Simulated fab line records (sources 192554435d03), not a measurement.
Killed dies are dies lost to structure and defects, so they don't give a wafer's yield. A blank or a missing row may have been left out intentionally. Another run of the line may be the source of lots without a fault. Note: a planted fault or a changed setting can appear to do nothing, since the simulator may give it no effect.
Chamber matching ; flow n5Finfet ; 4 sister chambers for N5_SPACER0_ALD_08 on aldSin-02
The step deposits SiNx, target thk 2 nm. 20 wafers are shown with their chamber, then 10 later ones without.

EACH WAFER AND ITS CHAMBER
wafer;chamber;heaterPowerW (W);heaterPowerOuterW (W)
L074.1;2;883;534
L074.5;1;644;401
L074.6;2;884;573
L076.4;2;888;539
L076.5;0;947;613
L076.6;3;893;527
L079.4;3;919;530
L079.5;0;889;619
L079.6;1;638;400
L083.1;2;879;528
L083.2;0;902;574
L083.6;0;899;572
L085.1;2;870;527
L085.2;0;896;582
L085.4;3;958;567
L086.1;2;890;525
L086.3;3;947;560
L086.4;1;647;388
L087.3;1;638;393
L087.5;1;654;391

SIGNATURES (means of the wafers above)
reading;chamber 0;chamber 1;chamber 2;chamber 3;scatter within a chamber
heaterPowerW;906.60;644.20;882.33;929.25;17.9
heaterPowerOuterW;592.00;394.60;537.67;546.00;17.7
Rule: distance of a wafer from a chamber = root of the sum over the readings of ((wafer's reading minus chamber's mean) / reading's scatter) squared. The wafer belongs to the nearest chamber; if the next one is less than 2 further off, it can't be placed. The scatter: take each reading less its chamber's mean, square it, sum over the shown wafers, divide by the number of wafers less the number of chambers, and take the root.

WAFERS WHOSE CHAMBER IS MISSING
wafer;heaterPowerW (W);heaterPowerOuterW (W)
L087.6;864;550
L089.1;860;540
L089.4;874;572
L089.6;649;388
L090.1;862;531
L090.2;649;395
L090.5;943;565
L094.1;853;527
L094.2;630;385
L094.3;875;578

EACH ONE'S CHAMBER
wafer;from the rows above;in truth
L087.6;2;2
L089.1;2;2
L089.4;can't be placed: 2 or 0 or 3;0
L089.6;1;1
L090.1;2;2
L090.2;1;1
L090.5;can't be placed: 3 or 0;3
L094.1;2;2
L094.2;1;1
L094.3;can't be placed: 0 or 2 or 3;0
7 of 10 placed correctly. Cannot be placed on the basis of these rows: 3; the candidates contain the true chamber in 3. Number placed wrongly: 0.
